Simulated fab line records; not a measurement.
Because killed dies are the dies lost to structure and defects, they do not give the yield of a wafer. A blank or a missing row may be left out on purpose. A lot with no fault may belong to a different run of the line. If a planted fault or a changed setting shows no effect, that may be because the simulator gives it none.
Which tool did it? ; flow n5Finfet ; 24 lots with 72 wafers sampled at 5 steps, on a route of 1938 steps

WHAT THE GAUGES SHOWED, per wafer
N5_BEOL_M3_CD_MEAS_28: target cd 25.7 nm, target cd y 23.3 nm. Usual: cdNm at 25.69 nm, with a standard deviation of 0.26.
lot;measured;on;cdNm (nm);flag
L075;day 9 20:40;cdSem-03;25.63 26.07 25.52;
L078;day 9 20:56;cdSem-01;25.79 25.25 25.47;
L077;day 11 15:04;cdSem-03;25.85 25.73 25.85;
L084;day 11 23:43;cdSem-02;25.83 25.98 26.36;
L079;day 12 00:28;cdSem-02;25.95 25.65 25.61;
L074;day 12 00:56;cdSem-01;25.49 25.65 25.30;
L080;day 12 09:44;cdSem-03;26.00 26.07 25.98;
L076;day 12 12:29;cdSem-03;25.84 25.34 25.51;
L083;day 12 22:00;cdSem-01;26.17 26.09 25.64;
L081;day 13 01:39;cdSem-03;25.86 25.74 25.56;
L082;day 13 15:00;cdSem-03;26.08 25.74 25.61;
L085;day 13 17:16;cdSem-03;25.66 25.68 25.50;
L087;day 13 20:17;cdSem-02;25.46 26.20 25.48;
L086;day 14 01:29;cdSem-01;25.80 25.45 25.56;
L088;day 14 01:45;cdSem-01;25.97 25.82 25.67;
L089;day 14 02:31;cdSem-01;25.67 25.52 25.77;
L090;day 14 07:19;cdSem-02;25.23 25.56 25.60;
L091;day 14 18:18;cdSem-02;25.30 25.75 25.19;
L093;day 14 21:19;cdSem-02;25.71 25.38 25.37;
L092;day 14 22:55;cdSem-02;25.71 26.15 25.39;
L094;day 15 02:08;cdSem-01;25.72 25.71 26.02;
L095;day 15 06:44;cdSem-02;25.66 25.58 25.82;
L096;day 15 13:34;cdSem-01;25.89 25.60 26.18;
L097;day 15 20:53;cdSem-03;25.41 25.57 25.26;

TOOL THAT RAN EACH LOT (tool first, then ch and the chambers of the sampled wafers, then the start)
lot;N5_BEOL_M2_ANNEAL_51;N5_BEOL_M2_DEP_57;N5_BEOL_M3_ILD_DEP_00;N5_BEOL_M3_ETCH_63
L075;rtpAnneal-01 ch 0, day 9 17:43;pecvd-03 ch 1,2, day 9 18:31;pecvd-01 ch 0,1, day 9 18:40;rieDiel-04 ch 2,3, day 9 19:57
L078;rtpAnneal-01 ch 0, day 9 18:02;pecvd-02 ch 1,2, day 9 18:47;pecvd-04 ch 0,1, day 9 18:55;rieDiel-05 ch 0,1,2, day 9 20:07
L077;rtpAnneal-01 ch 0, day 11 11:43;pecvd-03 ch 0,1, day 11 12:28;pecvd-04 ch 0,2, day 11 12:36;rieDiel-01 ch 0,2,3, day 11 14:14
L084;rtpAnneal-02 ch 0, day 11 19:58;pecvd-02 ch 0,1,2, day 11 20:46;pecvd-01 ch 0,1,2, day 11 20:54;rieDiel-01 ch 0,1,2, day 11 22:50
L079;rtpAnneal-01 ch 0, day 11 21:17;pecvd-04 ch 0,1,2, day 11 22:04;pecvd-01 ch 0,1,2, day 11 22:12;rieDiel-04 ch 0,1,3, day 11 23:39
L074;rtpAnneal-02 ch 0, day 11 21:34;pecvd-02 ch 0,2, day 11 22:19;pecvd-03 ch 0,1, day 11 22:26;rieDiel-04 ch 0,2,3, day 12 00:00
L080;rtpAnneal-02 ch 0, day 12 07:07;pecvd-04 ch 0,1, day 12 07:53;pecvd-03 ch 1,2, day 12 08:01;rieDiel-01 ch 1,2,3, day 12 09:01
L076;rtpAnneal-02 ch 0, day 12 07:35;pecvd-04 ch 1,2, day 12 08:19;pecvd-03 ch 0,1, day 12 08:27;rieDiel-01 ch 0,3, day 12 11:19
L083;rtpAnneal-02 ch 0, day 12 18:49;pecvd-03 ch 0,1, day 12 19:37;pecvd-03 ch 0,1,2, day 12 19:44;rieDiel-04 ch 0,1,2, day 12 21:18
L081;rtpAnneal-01 ch 0, day 12 22:54;pecvd-04 ch 0,1, day 12 23:38;pecvd-03 ch 0,1,2, day 12 23:46;rieDiel-01 ch 0,2,3, day 13 00:50
L082;rtpAnneal-01 ch 0, day 13 10:14;pecvd-02 ch 0,1,2, day 13 11:08;pecvd-04 ch 0,1,2, day 13 11:16;rieDiel-05 ch 0,1,3, day 13 13:47
L085;rtpAnneal-01 ch 0, day 13 12:58;pecvd-04 ch 1,2, day 13 13:45;pecvd-01 ch 0,2, day 13 13:53;rieDiel-04 ch 1,2,3, day 13 15:00
L087;rtpAnneal-02 ch 0, day 13 17:08;pecvd-02 ch 0,1,2, day 13 17:53;pecvd-01 ch 0,1,2, day 13 18:01;rieDiel-04 ch 2,3, day 13 19:35
L086;rtpAnneal-02 ch 0, day 13 21:05;pecvd-03 ch 1,2, day 13 21:50;pecvd-01 ch 0,1,2, day 13 21:58;rieDiel-01 ch 0,1,2, day 14 00:47
L088;rtpAnneal-02 ch 0, day 13 22:16;pecvd-03 ch 0,2, day 13 22:58;pecvd-04 ch 0,1, day 13 23:05;rieDiel-01 ch 0,1,2, day 14 01:03
L089;rtpAnneal-02 ch 0, day 13 23:44;pecvd-03 ch 0,1,2, day 14 00:29;pecvd-04 ch 1,2, day 14 00:37;rieDiel-01 ch 2,3, day 14 01:49
L090;rtpAnneal-01 ch 0, day 14 03:35;pecvd-04 ch 0,1,2, day 14 04:28;pecvd-01 ch 0,2, day 14 04:37;rieDiel-01 ch 0,1, day 14 06:31
L091;rtpAnneal-01 ch 0, day 14 15:26;pecvd-03 ch 1,2, day 14 16:11;pecvd-04 ch 0,2, day 14 16:19;rieDiel-04 ch 0,1,3, day 14 17:34
L093;rtpAnneal-01 ch 0, day 14 17:19;pecvd-02 ch 0,1,2, day 14 18:13;pecvd-04 ch 1,2, day 14 18:21;rieDiel-04 ch 0,1,3, day 14 20:31
L092;rtpAnneal-01 ch 0, day 14 19:54;pecvd-04 ch 0,1,2, day 14 20:38;pecvd-03 ch 0,2, day 14 20:46;rieDiel-01 ch 0,1,3, day 14 22:13
L094;rtpAnneal-01 ch 0, day 14 21:10;pecvd-04 ch 0,1, day 14 21:52;pecvd-03 ch 0,2, day 14 21:59;rieDiel-05 ch 0,1,2, day 15 01:19
L095;rtpAnneal-02 ch 0, day 15 02:38;pecvd-02 ch 0,1,2, day 15 03:22;pecvd-01 ch 0,1,2, day 15 03:30;rieDiel-01 ch 0,2,3, day 15 05:51
L096;rtpAnneal-02 ch 0, day 15 10:35;pecvd-04 ch 0,1,2, day 15 11:26;pecvd-04 ch 0,2, day 15 11:34;rieDiel-01 ch 1,2, day 15 12:44
L097;rtpAnneal-02 ch 0, day 15 18:20;pecvd-04 ch 0,1,2, day 15 19:07;pecvd-01 ch 1,2, day 15 19:15;rieDiel-01 ch 0,2, day 15 19:58
- N5_BEOL_M2_ANNEAL_51: time 90 s.
- N5_BEOL_M2_DEP_57: deposits SiCN from 3MS/NH3, target thk 8 nm, time 14 s.
- N5_BEOL_M3_ILD_DEP_00: deposits SiOC from DEMS/O2, target thk 79 nm, time 15.3 s.
- N5_BEOL_M3_ETCH_63: etches SiARC in CF4, target depth 15.6 nm, time 26 s.

AS READ BY THE TOOLS THEMSELVES (means over the sampled wafers that have a number; for cases with no such wafer, the mark the record gives instead)
N5_BEOL_M2_ANNEAL_51. Usual: wafer_temp_C_max at 225.96, with a standard deviation of 0.3.
lot;tool;wafer_temp_C_max;flag
L075;rtpAnneal-01;225.63;
L078;rtpAnneal-01;225.87;
L077;rtpAnneal-01;225.51;
L084;rtpAnneal-02;225.91;
L079;rtpAnneal-01;225.68;
L074;rtpAnneal-02;225.93;
L080;rtpAnneal-02;226.12;
L076;rtpAnneal-02;226.22;
L083;rtpAnneal-02;226.28;
L081;rtpAnneal-01;225.80;
L082;rtpAnneal-01;225.63;
L085;rtpAnneal-01;225.92;
L087;rtpAnneal-02;226.11;
L086;rtpAnneal-02;226.17;
L088;rtpAnneal-02;226.08;
L089;rtpAnneal-02;226.23;
L090;rtpAnneal-01;225.99;
L091;rtpAnneal-01;225.92;
L093;rtpAnneal-01;225.78;
L092;rtpAnneal-01;226.02;
L094;rtpAnneal-01;225.96;
L095;rtpAnneal-02;226.13;
L096;rtpAnneal-02;226.16;
L097;rtpAnneal-02;225.99;

N5_BEOL_M2_DEP_57. Usual: showerheadPlenumPTorr 3.666 Torr, standard deviation 0.012; showerheadVppV 861 V, standard deviation 52; throttleValvePct 8.9 %, standard deviation 0.42.
lot;tool;showerheadPlenumPTorr (Torr);showerheadVppV (V);throttleValvePct (%);flag
L075;pecvd-03;3.678;866;9.5;
L078;pecvd-02;3.653;805;8.5;
L077;pecvd-03;3.664;803;9.3;
L084;pecvd-02;3.672;820;8.8;
L079;pecvd-04;3.667;902;8.6;
L074;pecvd-02;3.651;834;8.9;
L080;pecvd-04;3.672;895;8.9;
L076;pecvd-04;3.661;904;8.7;
L083;pecvd-03;3.665;810;9.3;
L081;pecvd-04;3.673;891;8.6;
L082;pecvd-02;3.660;815;9.0;
L085;pecvd-04;3.659;902;8.7;
L087;pecvd-02;3.663;823;8.8;
L086;pecvd-03;3.671;906;9.1;
L088;pecvd-03;3.659;832;9.3;
L089;pecvd-03;3.666;857;9.1;
L090;pecvd-04;3.665;902;8.5;
L091;pecvd-03;3.676;869;9.2;
L093;pecvd-02;3.667;830;8.8;
L092;pecvd-04;3.670;896;8.8;
L094;pecvd-04;3.673;891;8.7;
L095;pecvd-02;3.661;820;8.8;
L096;pecvd-04;3.666;904;8.7;
L097;pecvd-04;3.666;906;8.7;

N5_BEOL_M3_ILD_DEP_00. Usual: heaterPowerW 492 W, standard deviation 72; showerheadPlenumPTorr 5.702 Torr, standard deviation 0.013; showerheadVppV 1355 V, standard deviation 78; throttleValvePct 11.7 %, standard deviation 0.51.
lot;tool;heaterPowerW (W);showerheadPlenumPTorr (Torr);showerheadVppV (V);throttleValvePct (%);flag
L075;pecvd-01;451;5.694;1264;12.3;
L078;pecvd-04;518;5.696;1406;11.4;
L077;pecvd-04;447;5.702;1428;11.1;
L084;pecvd-01;475;5.711;1320;11.8;
L079;pecvd-01;465;5.708;1316;11.8;
L074;pecvd-03;492;5.693;1281;12.1;
L080;pecvd-03;504;5.701;1360;11.9;
L076;pecvd-03;519;5.702;1296;12.1;
L083;pecvd-03;519;5.702;1341;12.1;
L081;pecvd-03;544;5.715;1348;12.0;
L082;pecvd-04;512;5.696;1412;11.5;
L085;pecvd-01;384;5.701;1326;11.7;
L087;pecvd-01;460;5.705;1312;11.7;
L086;pecvd-01;473;5.707;1309;11.6;
L088;pecvd-04;488;5.690;1402;11.6;
L089;pecvd-04;434;5.688;1393;11.5;
L090;pecvd-01;438;5.703;1270;11.7;
L091;pecvd-04;428;5.695;1428;11.2;
L093;pecvd-04;478;5.701;1408;12.0;
L092;pecvd-03;595;5.693;1329;12.1;
L094;pecvd-03;583;5.695;1311;11.9;
L095;pecvd-01;460;5.704;1310;11.7;
L096;pecvd-04;469;5.693;1411;11.0;
L097;pecvd-01;520;5.710;1350;11.6;

N5_BEOL_M3_ETCH_63. Usual: biasW 36.01 W (standard deviation 0.11); drypumpMotorCurrentA 5.6 A (standard deviation 0.44); etchRfOnTimeS 26.4 s (standard deviation 0.48); oesProductAu 0.66 a.u. (standard deviation 0.064); rfVppV 184.1 V (standard deviation 1.1); showerheadPlenumPTorr 2.15 Torr (standard deviation 0.051); throttleValvePct 15.52 % (standard deviation 0.18).
lot;tool;biasW (W);drypumpMotorCurrentA (A);etchRfOnTimeS (s);oesProductAu (a.u.);rfVppV (V);showerheadPlenumPTorr (Torr);throttleValvePct (%);flag
L075;rieDiel-04;36.04;5.6;26.6;0.62;184.4;2.17;15.50;
L078;rieDiel-05;36.04;5.6;26.1;0.61;183.8;2.13;15.66;
L077;rieDiel-01;36.03;5.8;26.4;0.71;183.7;2.13;15.33;
L084;rieDiel-01;36.02;5.6;26.6;0.67;183.9;2.13;15.42;
L079;rieDiel-04;36.03;5.5;26.4;0.64;184.3;2.18;15.71;
L074;rieDiel-04;36.08;5.4;26.4;0.64;185.1;2.20;15.62;
L080;rieDiel-01;35.93;6.0;26.1;0.71;185.3;2.16;15.40;
L076;rieDiel-01;35.96;5.4;26.4;0.67;184.1;2.09;15.31;
L083;rieDiel-04;36.07;5.3;26.4;0.62;185.4;2.19;15.78;
L081;rieDiel-01;35.98;5.8;26.3;0.70;183.7;2.13;15.36;
L082;rieDiel-05;35.94;5.7;26.0;0.74;184.0;2.11;15.47;
L085;rieDiel-04;36.05;5.4;26.3;0.60;185.0;2.16;15.74;
L087;rieDiel-04;35.94;5.5;26.6;0.60;183.8;2.16;15.58;
L086;rieDiel-01;35.98;5.6;26.6;0.65;183.7;2.12;15.47;
L088;rieDiel-01;35.96;5.6;26.4;0.66;184.7;2.12;15.46;
L089;rieDiel-01;35.88;6.2;26.0;0.72;184.7;2.16;15.40;
L090;rieDiel-01;35.95;5.4;26.4;0.63;183.6;2.12;15.49;
L091;rieDiel-04;36.00;5.5;26.7;0.62;184.2;2.17;15.74;
L093;rieDiel-04;36.07;5.5;26.9;0.62;184.9;2.17;15.75;
L092;rieDiel-01;36.12;5.6;26.5;0.66;183.4;2.12;15.41;
L094;rieDiel-05;36.01;5.6;26.3;0.74;183.0;2.12;15.41;
L095;rieDiel-01;35.92;5.8;26.4;0.68;183.5;2.12;15.39;
L096;rieDiel-01;36.12;6.0;26.0;0.69;184.1;2.16;15.52;
L097;rieDiel-01;36.03;5.4;26.8;0.64;184.5;2.09;15.43;

THE ANSWER, worked out from the rows above alone
Rule: lot off if the mean of its wafers having a number is beyond 3 standard deviations from the usual mean. Also off: a lot with no number at a reading for which 4 or more lots have one. Where the step has rows for the other lots, those lots are counted as sound. First the gauges in route order, then the tools' own readings, where a lot's mean is used as printed above. The first step at which some lot is off is used, and at that step the reading that is off furthest; a lot without a number counts as furthest.
None of the lots is off at any reading shown; this tells nothing.

WHAT HAD BEEN PUT IN BY THE SIMULATOR
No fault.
